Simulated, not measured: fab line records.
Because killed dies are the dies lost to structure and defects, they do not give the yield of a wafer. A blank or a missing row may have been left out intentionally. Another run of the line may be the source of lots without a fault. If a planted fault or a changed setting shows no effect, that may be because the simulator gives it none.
fab line records	flow n5Finfet
record: lots: 7	wafers: 39
route steps=1938 shown PMOS_HMC_CHANNEL_EPI@78 DUMMY_GATE@228 SD_EPI_N@288 SD_EPI_P@321 SD_ACTIVATION@330 HKMG_FIN@434 MOL_CONTACT_COAG@629
startH: start of the lot's first displayed wafer, in hours after the record's first day	waitH: hours since the lot's step before	" repeats the value in the row above	L1.1+2: a single row standing in for several wafers	- no value, or no start was given	* or withheld: withheld	< > ~ a bound
route shown NAME@n: NAME is a module with steps in the file, n the number in the route of the first one	usual: mean/standard deviation of fault-free wafers	same: alike in all rows	chamber/n: place in a boat	sites: readings site by site	_std_site: standard deviation of those values	_edge_site: mean of outer sites minus mean of inner sites	radiusMm: how far each site lies from the wafer's centre	mask NAME#n: copy n	behind: the most recent tool/chamber to have shaped the wafer	hold: why the lot was held/for how many hours/how that ended	device: transistor that didn't switch, given as n, p or np	end of line: tests run on the same wafers once the route is complete	a step with no rows: only its recipe	killed: dies lost to structure and defects at the first sort, not the wafer's yield	map: per-die view of a wafer (x killed, . not killed, _ where there is no die)
set.NAME: the setting as run; set.NAME@STEP: as run at that earlier step	model.NAME: the simulator's own value behind a step, which no gauge read
lots run with intentionally changed settings; tables by step, rows by wafer
== steps ==
step: N5_PMOS_HMC_CHANNEL_EPI_EPI_20
recipe: material: SiGe30	maskMaterial: SiO2	pressureTorr: 20	targetThkA: 590	tempC: 600
lot.wafer	tool	chamber	startH	waitH	set.tempC	model.SiGe30_of_PMOS_HMC_CHANNEL_EPI_EPI_20.thkNm
L075.1	epiRpcvd-03	0	24.06	0.0	600	58.95
L075.2	"	0	"	"	597	56.22
L075.3	"	0	"	"	600	58.8
L075.4	"	0	"	"	600	59.12
L075.5	"	0	"	"	597	56.26
L075.6	"	0	"	"	597	55.63
L079.1	epiRpcvd-03	0	48.90	0.0	601.9	61.53
L079.2	"	0	"	"	600	58.97
L079.3	"	0	"	"	601.9	61.31
L079.4	"	0	"	"	600	58.88
L079.5	"	0	"	"	601.9	60.56
L079.6	"	0	"	"	600	58.73
L085.1	epiRpcvd-03	0	84.92	0.0	600	58.66
L085.4	"	0	"	"	600	58.55
L085.5	"	0	"	"	600	58.91
L088.1	epiRpcvd-03	0	102.31	0.0	600	58.36
L088.2	"	0	"	"	600	58.84
L088.3	"	0	"	"	600	57.87
L088.4	"	0	"	"	600	58.53
L088.5	"	0	"	"	600	58.3
L088.6	"	0	"	"	600	58.44
L089.1	epiRpcvd-04	0	108.36	0.0	600	58.2
L089.2	"	0	"	"	593.2	52.34
L089.3	"	0	"	"	593.2	52.39
L089.4	"	0	"	"	600	58.65
L089.5	"	0	"	"	600	58.22
L089.6	"	0	"	"	593.2	51.58
L094.1	epiRpcvd-02	0	138.15	0.0	600	59.66
L094.2	"	0	"	"	600	58.87
L094.3	"	0	"	"	601.9	61.13
L094.4	"	0	"	"	601.9	62.16
L094.5	"	0	"	"	601.9	61.77
L094.6	"	0	"	"	600	58.37
L097.1	epiRpcvd-02	0	156.12	0.0	600	59.47
L097.2	"	0	"	"	600	58.91
L097.3	"	0	"	"	600	58.86
L097.4	"	0	"	"	600	58.48
L097.5	"	0	"	"	600	58.26
L097.6	"	0	"	"	600	59.05
step: N5_DUMMY_GATE_EXPOSE_12
recipe: maskId: GATE	na: 0.33	sourceShape: annular	sigmaInner: 0.2	sigmaOuter: 0.6	polarization: unpolarized	targetCdNm: 25	doseMj: 34
lot.wafer	tool	chamber	startH	waitH	mask	set.doseMj
L075.1+2+3+4+5+6	euvScanner-02	0	52.05	-	GATE#0	34
L079.1+2+3+4+5+6	euvScanner-02	0	75.65	-	GATE#0	34
L085.1+4+5	euvScanner-01	0	113.43	-	GATE#0	34
L088.1+2+4	euvScanner-02	0	131.87	-	GATE#0	34
L088.3+5+6	"	0	"	"	GATE#0	35.69
L089.1+2+3+4+5+6	euvScanner-02	0	137.03	-	GATE#0	34
L094.1+5+6	euvScanner-02	0	164.77	-	GATE#0	32.95
L094.2+3+4	"	0	"	"	GATE#0	34
L097.1+3+6	euvScanner-02	0	183.03	-	GATE#0	34
L097.2+4+5	"	0	"	"	GATE#0	36.49
step: N5_DUMMY_GATE_PEB_13
recipe: pebTempC: 100	pebTimeS: 60	resist: CAR-EUV
step: N5_DUMMY_GATE_DEVELOP_14
recipe: developTimeS: 30	developer: TMAH	resist: CAR-EUV	rinseLiquid: surfactantRinse	dry: airSpin	devTempC: 23
step: N5_DUMMY_GATE_CD_MEAS_15
recipe: targetCdNm: 25.8	landingEnergyEv: 500	detector: seInlens
usual: cdNm: 25.00/0.28
lot.wafer	tool	chamber	startH	waitH	set.doseMj@DUMMY_GATE_EXPOSE_12	cdNm
L075.1	cdSem-01	0	52.17	-	34	25.43
L075.2	"	0	"	"	34	25.46
L075.3	"	0	"	"	34	25.63
L075.4	"	0	"	"	34	25.46
L075.5	"	0	"	"	34	24.91
L075.6	"	0	"	"	34	25.09
L079.1	cdSem-03	0	75.78	-	34	24.89
L079.2	"	0	"	"	34	24.70
L079.3	"	0	"	"	34	24.96
L079.4	"	0	"	"	34	24.93
L079.5	"	0	"	"	34	24.94
L079.6	"	0	"	"	34	25.10
L085.1	cdSem-03	0	113.56	-	34	25.16
L085.4	"	0	"	"	34	25.09
L085.5	"	0	"	"	34	25.02
L088.1	cdSem-03	0	131.99	-	34	25.12
L088.2	"	0	"	"	34	24.91
L088.3	"	0	"	"	35.69	24.06
L088.4	"	0	"	"	34	24.91
L088.5	"	0	"	"	35.69	23.85
L088.6	"	0	"	"	35.69	23.74
L089.1	cdSem-03	0	137.15	-	34	24.62
L089.2	"	0	"	"	34	25.08
L089.3	"	0	"	"	34	24.75
L089.4	"	0	"	"	34	24.86
L089.5	"	0	"	"	34	25.47
L089.6	"	0	"	"	34	24.83
L094.1	cdSem-02	0	164.90	-	32.95	25.91
L094.2	"	0	"	"	34	24.97
L094.3	"	0	"	"	34	25.22
L094.4	"	0	"	"	34	24.98
L094.5	"	0	"	"	32.95	25.63
L094.6	"	0	"	"	32.95	25.60
L097.1	cdSem-02	0	183.16	-	34	24.95
L097.2	"	0	"	"	36.49	24.03
L097.3	"	0	"	"	34	25.23
L097.4	"	0	"	"	36.49	23.51
L097.5	"	0	"	"	36.49	23.82
L097.6	"	0	"	"	34	25.10
step: N5_DUMMY_GATE_ETCH_37
recipe: chemistry: N2/H2	target: SOC	targetDepthA: 600	overetchA: 300	tempC: 40	ionEnergyEv: 200	pressureMtorr: 30	sourceW: 840	biasW: 150	n2FlowSccm: 200	h2FlowSccm: 200
usual: rfVppV: 525.1/2.5
lot.wafer	tool	chamber	startH	waitH	set.sourceW	rfVppV
L075.1	rieDiel-03	0	52.45	0.0	778.4	542.2
L075.2	"	1	"	"	840	527.8
L075.3	"	3	"	"	778.4	540.4
L075.4	"	2	"	"	840	525.6
L075.5	"	2	"	"	778.4	538.2
L075.6	"	1	"	"	840	526.5
L079.1	rieDiel-05	3	76.06	0.0	915.6	508.0
L079.2	"	2	"	"	915.6	511.5
L079.3	"	1	"	"	840	528.8
L079.4	"	0	"	"	840	525.2
L079.5	"	1	"	"	840	526.6
L079.6	"	0	"	"	915.6	512.7
L085.1	rieDiel-06	2	114.05	0.0	840	522.3
L085.4	"	3	"	"	840	520.7
L085.5	"	1	"	"	840	526.2
L088.1	rieDiel-05	0	132.29	0.0	898	515.7
L088.2	"	2	"	"	898	515.1
L088.3	"	3	"	"	840	523.3
L088.4	"	1	"	"	840	528.0
L088.5	"	1	"	"	898	515.5
L088.6	"	2	"	"	840	527.0
L089.1	rieDiel-06	3	137.43	0.0	840	519.4
L089.2	"	1	"	"	894	514.6
L089.3	"	0	"	"	840	525.9
L089.4	"	2	"	"	840	521.8
L089.5	"	1	"	"	894	513.7
L089.6	"	2	"	"	894	511.3
L094.1	rieDiel-05	3	165.19	0.0	840	524.7
L094.2	"	1	"	"	840	527.9
L094.3	"	2	"	"	912	510.4
L094.4	"	0	"	"	912	512.1
L094.5	"	1	"	"	840	526.9
L094.6	"	2	"	"	912	512.7
L097.1	rieDiel-05	2	183.44	0.0	840	524.8
L097.2	"	1	"	"	968	502.4
L097.3	"	3	"	"	840	522.0
L097.4	"	0	"	"	968	503.0
L097.5	"	2	"	"	840	527.0
L097.6	"	3	"	"	968	498.2
step: N5_SD_EPI_N_EPI_21
recipe: material: Si:P	dopant: P	tempC: 680	pressureTorr: 255	timeS: 690
lot.wafer	tool	chamber	startH	waitH	set.tempC	model.Si-P_of_SD_EPI_N_EPI_21.thkNm
L075.1	epiRpcvd-01	0	56.32	0.1	680	60
L075.2+5+6	"	0	"	"	680	59.4
L075.3+4	"	0	"	"	680	59.2
L079.1	epiRpcvd-01	0	81.24	0.1	676.7	56.8
L079.2	"	0	"	"	680	59.8
L079.3	"	0	"	"	676.7	56.4
L079.4	"	0	"	"	680	60.2
L079.5	"	0	"	"	680	59.2
L079.6	"	0	"	"	676.7	56
L085.1	epiRpcvd-01	0	118.10	0.2	680	58.2
L085.4	"	0	119.22	1.2	680	58
L085.5	"	0	"	"	680	58.4
L088.1+2	epiRpcvd-03	0	135.94	0.1	680	58.8
L088.3	"	0	"	"	680	58.6
L088.4	"	0	"	"	684.1	63.4
L088.5+6	"	0	"	"	684.1	63.8
L089.1	epiRpcvd-02	0	141.12	0.1	680	59.4
L089.2	"	0	"	"	674.8	54.4
L089.3+5	"	0	"	"	674.8	54
L089.4+6	"	0	"	"	680	59.2
L094.1	epiRpcvd-01	0	169.82	0.1	684.2	63.4
L094.2	"	0	"	"	684.2	64.2
L094.3	"	0	"	"	684.2	65
L094.4	"	0	"	"	680	60.2
L094.5	"	0	"	"	680	59.4
L094.6	"	0	"	"	680	60.4
L097.1	epiRpcvd-01	0	188.05	0.1	680	59.4
L097.2+3	"	0	"	"	680	59
L097.4	"	0	"	"	680	59.6
L097.5	"	0	"	"	680	59.8
L097.6	"	0	"	"	680	58
step: N5_SD_EPI_N_PRECLEAN_24
recipe: chemistry: O3/DIW	timeS: 60	tempC: 22	o3Ppm: 10
lot.wafer	tool	chamber	startH	waitH	set.tempC@SD_EPI_N_EPI_21	model.Si-P_of_SD_EPI_N_EPI_21.thkNm
L075.1	wetBench-04	2	58.07	0.0	680	59.6
L075.2+5+6	"	1,0,4	"	"	680	59
L075.3+4	"	3,5	"	"	680	58.8
L079.1	wetBench-04	4	82.99	0.0	676.7	56.4
L079.2	"	5	"	"	680	59.4
L079.3	"	2	"	"	676.7	56
L079.4	"	3	"	"	680	59.8
L079.5	"	1	"	"	680	58.8
L079.6	"	6	"	"	676.7	55.8
L085.1	wetBench-06	3	120.41	0.0	680	57.8
L085.4	"	4	"	"	680	57.6
L085.5	"	2	"	"	680	58
L088.1+2	wetBench-01	5,7	137.69	0.0	680	58.4
L088.3	"	6	"	"	680	58.2
L088.4	"	4	"	"	684.1	63
L088.5	"	0	"	"	684.1	63.2
L088.6	"	1	"	"	684.1	63.4
L089.1	wetBench-04	6	142.87	0.0	680	59
L089.2	"	0	"	"	674.8	54
L089.3	"	5	"	"	674.8	53.8
L089.4+6	"	7,2	"	"	680	58.8
L089.5	"	1	"	"	674.8	53.6
L094.1	wetBench-04	6	171.59	0.0	684.2	63
L094.2	"	7	"	"	684.2	63.8
L094.3	"	5	"	"	684.2	64.4
L094.4	"	4	"	"	680	59.8
L094.5	"	3	"	"	680	59
L094.6	"	2	"	"	680	60
L097.1	wetBench-01	7	189.80	0.0	680	59
L097.2+3	"	2,3	"	"	680	58.6
L097.4	"	6	"	"	680	59.2
L097.5	"	1	"	"	680	59.4
L097.6	"	0	"	"	680	57.6
step: N5_SD_EPI_N_SRD_25
recipe: timeS: 30	tempC: 23	rinseLiquid: diw	dry: ipaMarangoni
step: N5_SD_EPI_N_PRECLEAN_49
recipe: chemistry: NF3:NH3	afsCycles: 1	tempC: 30	timeS: 20	sublimationTempC: 180	sublimationTimeS: 60	pressureTorr: 3	rfPowerW: 30
step: N5_SD_EPI_P_EPI_21
recipe: material: SiGe:B	dopant: B	tempC: 550	pressureTorr: 20	ambient: H2	timeS: 355
step: N5_SD_EPI_P_HM_STRIP_48
recipe: chemistry: H3PO4	tempC: 160	material: SiNx	target: SiNx	targetDepthA: 30	overetchFraction: 0.3
lot.wafer	tool	chamber	startH	waitH	set.tempC@SD_EPI_N_EPI_21	model.Si-P_of_SD_EPI_N_EPI_21.thkNm
L075.1	wetBench-02	7	63.79	0.0	680	59.2
L075.2	"	5	"	"	680	58.8
L075.3+4+5+6	"	1,0,4,6	"	"	680	58.6
L079.1	wetBench-05	0	88.30	0.0	676.7	56.2
L079.2	"	3	"	"	680	59.2
L079.3	"	7	"	"	676.7	55.8
L079.4	"	5	"	"	680	59.4
L079.5	"	4	"	"	680	58.6
L079.6	"	6	"	"	676.7	55.4
L085.1	wetBench-02	1	125.84	0.0	680	57.6
L085.4	"	2	"	"	680	57.4
L085.5	"	7	"	"	680	57.8
L088.1+2	wetBench-03	0,5	143.16	0.0	680	58.2
L088.3	"	7	"	"	680	58
L088.4	"	4	"	"	684.1	62.6
L088.5+6	"	6,1	"	"	684.1	63
L089.1	wetBench-05	4	147.54	0.0	680	58.8
L089.2	"	2	"	"	674.8	53.8
L089.3+5	"	1,3	"	"	674.8	53.4
L089.4	"	7	"	"	680	58.4
L089.6	"	0	"	"	680	58.6
L094.1	wetBench-03	7	176.88	0.0	684.2	62.6
L094.2	"	0	"	"	684.2	63.6
L094.3	"	2	"	"	684.2	64.2
L094.4	"	6	"	"	680	59.6
L094.5	"	5	"	"	680	58.8
L094.6	"	1	"	"	680	59.8
L097.1	wetBench-05	7	196.25	0.0	680	58.6
L097.2+3	"	6,0	"	"	680	58.4
L097.4	"	3	"	"	680	58.8
L097.5	"	1	"	"	680	59
L097.6	"	2	"	"	680	57.4
step: N5_SD_EPI_P_SRD_49
recipe: dry: ipaMarangoni	timeS: 30	tempC: 23	rinseLiquid: diw
step: N5_SD_EPI_P_PRECLEAN_24
recipe: chemistry: O3/DIW	timeS: 45	tempC: 22	o3Ppm: 10
step: N5_SD_ACTIVATION_RTA_00
recipe: tempC: 975	timeS: 0	ambient: N2	idleTempC: 600	rampUpCPerS: 150	rampDownCPerS: 60	coolToC: 600
step: N5_SD_ACTIVATION_LSA_01
recipe: tempC: 1080	timeS: 0.0008	ambient: N2
step: N5_SD_ACTIVATION_RS_MEAS_03
recipe: thkMeasGauge: four-point-probe
usual: RS_SD_N: 21.85/0.29	RS_SD_P: 55.9/0.79
lot.wafer	tool	chamber	startH	waitH	set.tempC@SD_EPI_N_EPI_21	RS_SD_N[ohm/sq]	RS_SD_P[ohm/sq]
L075.1	filmMetro-02	-	64.60	0.2	680	21.48	56.0
L075.2	"	-	"	"	680	21.64	55.5
L075.3	"	-	"	"	680	21.65	56.7
L075.4	"	-	"	"	680	21.57	56.1
L075.5	"	-	"	"	680	21.81	57.1
L075.6	"	-	"	"	680	21.64	56.1
L079.1	filmMetro-02	-	88.87	0.2	676.7	22.78	55.9
L079.2	"	-	"	"	680	21.72	55.7
L079.3	"	-	"	"	676.7	22.99	55.8
L079.4	"	-	"	"	680	21.52	57.0
L079.5	"	-	"	"	680	22.15	56.3
L079.6	"	-	"	"	676.7	23.33	56.1
L085.1	filmMetro-01	-	126.46	0.2	680	22.37	56.4
L085.4	"	-	"	"	680	22.50	56.7
L085.5	"	-	"	"	680	22.53	57.3
L088.1	filmMetro-02	-	143.73	0.2	680	22.17	55.5
L088.2	"	-	"	"	680	21.85	55.2
L088.3	"	-	"	"	680	22.06	55.8
L088.4	"	-	"	"	684.1	20.36	55.3
L088.5	"	-	"	"	684.1	20.34	55.2
L088.6	"	-	"	"	684.1	20.06	55.6
L089.1	filmMetro-01	-	148.31	0.2	680	21.67	54.1
L089.2	"	-	"	"	674.8	23.36	55.0
L089.3	"	-	"	"	674.8	23.48	55.2
L089.4	"	-	"	"	680	21.73	54.9
L089.5	"	-	"	"	674.8	23.51	54.6
L089.6	"	-	"	"	680	21.58	54.8
L094.1	filmMetro-02	-	177.45	0.2	684.2	20.60	55.2
L094.2	"	-	"	"	684.2	20.12	54.2
L094.3	"	-	"	"	684.2	20.10	55.2
L094.4	"	-	"	"	680	21.37	53.8
L094.5	"	-	"	"	680	21.73	54.0
L094.6	"	-	"	"	680	21.19	54.6
L097.1	filmMetro-02	-	196.84	0.2	680	21.74	57.1
L097.2	"	-	"	"	680	21.80	56.7
L097.3	"	-	"	"	680	21.79	57.1
L097.4	"	-	"	"	680	21.58	56.6
L097.5	"	-	"	"	680	21.51	56.7
L097.6	"	-	"	"	680	22.33	56.2
step: N5_HKMG_FIN_ETCH_31
recipe: chemistry: CF4	target: SiARC	targetDepthA: 455	maskMaterial: CAR-ArF	timeS: 75.8	ionEnergyEv: 80	pressureMtorr: 40	sourceW: 545	biasW: 36	Ar_flow_sccm: 100	cf4FlowSccm: 100	ends: cleared
usual: rfVppV: 184.1/1
lot.wafer	tool	chamber	startH	waitH	set.biasW	rfVppV
L075.1	rieDiel-02	2	81.68	0.0	36	184.5
L075.2	"	0	"	"	36	185.6
L075.3	"	3	"	"	33.5	176.9
L075.4	"	0	"	"	36	183.8
L075.5	"	2	"	"	33.5	176.3
L075.6	"	3	"	"	33.5	176.1
L079.1	rieDiel-02	1	106.92	0.0	32.5	171.9
L079.2	"	0	"	"	36	184.1
L079.3	"	3	"	"	36	183.9
L079.4	"	3	"	"	32.5	171.3
L079.5	"	1	"	"	36	182.8
L079.6	"	0	"	"	32.5	170.5
L085.1	rieDiel-04	3	142.45	0.0	36	184.2
L085.4	"	2	"	"	36	185.6
L085.5	"	2	"	"	36	184.2
L088.1	rieDiel-02	2	160.98	0.0	41.11	199.3
L088.2	"	3	"	"	41.11	200.8
L088.3	"	1	"	"	36	183.6
L088.4	"	0	"	"	36	185.1
L088.5	"	2	"	"	36	182.7
L088.6	"	3	"	"	41.11	200.5
L089.1	rieDiel-04	2	164.67	0.0	36	184.3
L089.2	"	3	"	"	36	185.3
L089.3	"	0	"	"	36	183.7
L089.4	"	1	"	"	38.09	192.0
L089.5	"	1	"	"	38.09	193.6
L089.6	"	0	"	"	38.09	190.0
L094.1	rieDiel-02	2	195.52	0.0	32.27	170.4
L094.2	"	3	"	"	36	184.1
L094.3	"	0	"	"	36	183.5
L094.4	"	1	"	"	32.27	170.8
L094.5	"	2	"	"	32.27	171.9
L094.6	"	1	"	"	36	182.4
L097.1	rieDiel-04	1	214.27	0.0	31.21	168.0
L097.2	"	3	"	"	36	185.1
L097.3	"	2	"	"	31.21	168.7
L097.4	"	0	"	"	31.21	166.7
L097.5	"	3	"	"	36	184.1
L097.6	"	2	"	"	36	186.9
step: N5_MOL_CONTACT_COAG_ANNEAL_112
recipe: tempC: 400	timeS: 1800	ambient: HPD2	pressureAtm: 10
usual: wafer_temp_C_max: 402.5/0.45
lot.wafer	tool	chamber	startH	waitH	set.tempC	wafer_temp_C_max
L075.1	hpAnneal-01	0	107.83	0.0	405.8	407.8
L075.2	"	0	"	"	405.8	408.0
L075.3	"	0	"	"	405.8	408.7
L075.4	"	0	"	"	405.8	408.6
L075.5	"	0	"	"	405.8	407.7
L075.6	"	0	"	"	405.8	407.6
L079.1	hpAnneal-01	0	132.84	0.0	400	402.1
L079.2	"	0	"	"	400	401.9
L079.3	"	0	"	"	400	402.3
L079.4	"	0	"	"	400	403.2
L079.5	"	0	"	"	400	402.7
L079.6	"	0	"	"	400	402.5
L085.1	hpAnneal-01	0	168.69	0.0	400	403.2
L085.4	"	0	"	"	400	402.3
L085.5	"	0	"	"	400	402.7
L088.1	hpAnneal-01	0	190.76	0.0	390.4	392.8
L088.2	"	0	"	"	390.4	392.9
L088.3	"	0	"	"	390.4	392.8
L088.4	"	0	"	"	390.4	393.0
L088.5	"	0	"	"	390.4	393.3
L088.6	"	0	"	"	390.4	392.6
L089.1	hpAnneal-01	0	193.76	1.8	400	402.5
L089.2	"	0	"	"	400	402.7
L089.3	"	0	"	"	400	402.3
L089.4	"	0	"	"	400	402.4
L089.5	"	0	"	"	400	402.0
L089.6	"	0	"	"	400	402.3
L094.1	hpAnneal-01	0	222.41	0.4	387.8	390.3
L094.2	"	0	"	"	387.8	390.4
L094.3	"	0	"	"	387.8	390.4
L094.4	"	0	"	"	387.8	389.9
L094.5	"	0	"	"	387.8	390.2
L094.6	"	0	"	"	387.8	390.3
L097.1	hpAnneal-01	0	258.12	14.2	408.8	411.5
L097.2	"	0	"	"	408.8	411.3
L097.3	"	0	"	"	408.8	411.7
L097.4	"	0	"	"	408.8	411.3
L097.5	"	0	"	"	408.8	411.1
L097.6	"	0	"	"	408.8	411.1
== key ==
split: step: N5_PMOS_HMC_CHANNEL_EPI_EPI_20	setting: tempC	stated: 600	by: wafer
response: step: N5_PMOS_HMC_CHANNEL_EPI_EPI_20	reading: model.SiGe30_of_PMOS_HMC_CHANNEL_EPI_EPI_20.thkNm	change: +5.84	per: 1%	r: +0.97
split: step: N5_DUMMY_GATE_EXPOSE_12	setting: doseMj	stated: 34	by: wafer
response: step: N5_DUMMY_GATE_CD_MEAS_15	reading: cdNm	change: -0.194	per: 1%	r: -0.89
split: step: N5_DUMMY_GATE_ETCH_37	setting: sourceW	stated: 840	by: wafer
response: step: N5_DUMMY_GATE_ETCH_37	reading: rfVppV	change: -1.63	per: 1%	r: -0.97
split: step: N5_SD_EPI_N_EPI_21	setting: tempC	stated: 680	by: wafer
response: step: N5_SD_EPI_N_EPI_21	reading: model.Si-P_of_SD_EPI_N_EPI_21.thkNm	change: +7.1	per: 1%	r: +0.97
response: step: N5_SD_EPI_N_PRECLEAN_24	reading: model.Si-P_of_SD_EPI_N_EPI_21.thkNm	change: +6.99	per: 1%	r: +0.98
response: step: N5_SD_EPI_P_HM_STRIP_48	reading: model.Si-P_of_SD_EPI_N_EPI_21.thkNm	change: +6.92	per: 1%	r: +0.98
response: step: N5_SD_ACTIVATION_RS_MEAS_03	reading: RS_SD_N	change: -2.4	per: 1%	r: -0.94
split: step: N5_HKMG_FIN_ETCH_31	setting: biasW	stated: 36	by: wafer
response: step: N5_HKMG_FIN_ETCH_31	reading: rfVppV	change: +1.23	per: 1%	r: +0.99
split: step: N5_MOL_CONTACT_COAG_ANNEAL_112	setting: tempC	stated: 400	by: lot
response: step: N5_MOL_CONTACT_COAG_ANNEAL_112	reading: wafer_temp_C_max	change: *	per: 1%	r: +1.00
